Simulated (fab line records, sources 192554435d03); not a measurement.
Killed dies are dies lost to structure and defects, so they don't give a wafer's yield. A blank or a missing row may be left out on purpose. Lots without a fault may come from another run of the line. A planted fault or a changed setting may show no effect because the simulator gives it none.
Which tool did it? | flow n5_finfet | 10 lots, 30 wafers sampled, at 3 steps of a route of 1938

WHAT THE GAUGES READ, wafer by wafer
N5_BEOL_M10_INSPECT_13: inspects for defects (brightfield).
lot  | measured     | on                | raw_defect_count
L623 | day 9 22:52  | defect_inspect-01 | 322 409 311
L625 | day 11 00:31 | defect_inspect-02 | 467 556 482
L627 | day 11 04:27 | defect_inspect-02 | 539 490 356
L630 | day 11 21:06 | defect_inspect-02 | 938 980 1152
L632 | day 12 05:05 | defect_inspect-01 | 1006 1126 1100
L640 | day 14 17:28 | defect_inspect-02 | 411 368 527
L642 | day 15 04:42 | defect_inspect-02 | 415 329 430
L645 | day 15 14:05 | defect_inspect-01 | 383 334 432
L644 | day 15 14:07 | defect_inspect-01 | 436 471 545
L646 | day 15 21:17 | defect_inspect-02 | 453 532 383

WHICH TOOL RAN EACH LOT (tool, then ch and the chambers of the sampled wafers, then the start)
lot  | N5_BEOL_M9_SPUTTER_48        | N5_BEOL_M10_ILD_DEP_00
L623 | pvd_sputter-02, day 9 19:19  | pecvd-02 ch 0,1,2, day 9 20:23
L625 | pvd_sputter-03, day 10 20:04 | pecvd-03 ch 0,1, day 10 21:29
L627 | pvd_sputter-03, day 11 00:04 | pecvd-02 ch 0,1,2, day 11 01:07
L630 | pvd_sputter-02, day 11 17:22 | pecvd-04 ch 0,2, day 11 18:23
L632 | pvd_sputter-03, day 12 01:22 | pecvd-04 ch 0,1,2, day 12 02:40
L640 | pvd_sputter-03, day 14 14:05 | pecvd-02 ch 0,1,2, day 14 15:17
L642 | pvd_sputter-01, day 15 02:10 | pecvd-03 ch 1,2, day 15 03:11
L645 | pvd_sputter-03, day 15 11:02 | pecvd-02 ch 0,1,2, day 15 12:07
L644 | pvd_sputter-03, day 15 11:41 | pecvd-04 ch 0,1,2, day 15 12:46
L646 | pvd_sputter-01, day 15 18:09 | pecvd-04 ch 1,2, day 15 19:10
- N5_BEOL_M9_SPUTTER_48: material Cu, target thk 12 nm, time 2 s.
- N5_BEOL_M10_ILD_DEP_00: deposits SiCOH lowk from DEMS/porogen, target thk 308.51 nm, time 58 s.

THE ANSWER, worked out from the rows above alone
Rule: what is usual is taken from the lots themselves. Put in order of their means at a reading, lots are off if they are a third of the lots or fewer, leave a main group of 4 or more, and stand apart from it by a gap of 3 or more times the standard deviation of the main group's means; of several such gaps the widest counts. A main group whose means are all the same, to the digits that the tables above print for the reading, isn't used. A lot without any number at a reading at which 4 lots or more have one is off too. The other lots that the step has rows for count as sound.
Off: L630, L632, at N5_BEOL_M10_INSPECT_13 (raw_defect_count). The main group: mean 433, standard deviation 50.
A tool fits if, at a process step before that reading, it ran every lot that is off, and no sound lot after the first of them. The gauges at N5_BEOL_M10_INSPECT_13 are tried like those tools. None of those tried fits.

WHAT THE SIMULATOR HAD PUT IN
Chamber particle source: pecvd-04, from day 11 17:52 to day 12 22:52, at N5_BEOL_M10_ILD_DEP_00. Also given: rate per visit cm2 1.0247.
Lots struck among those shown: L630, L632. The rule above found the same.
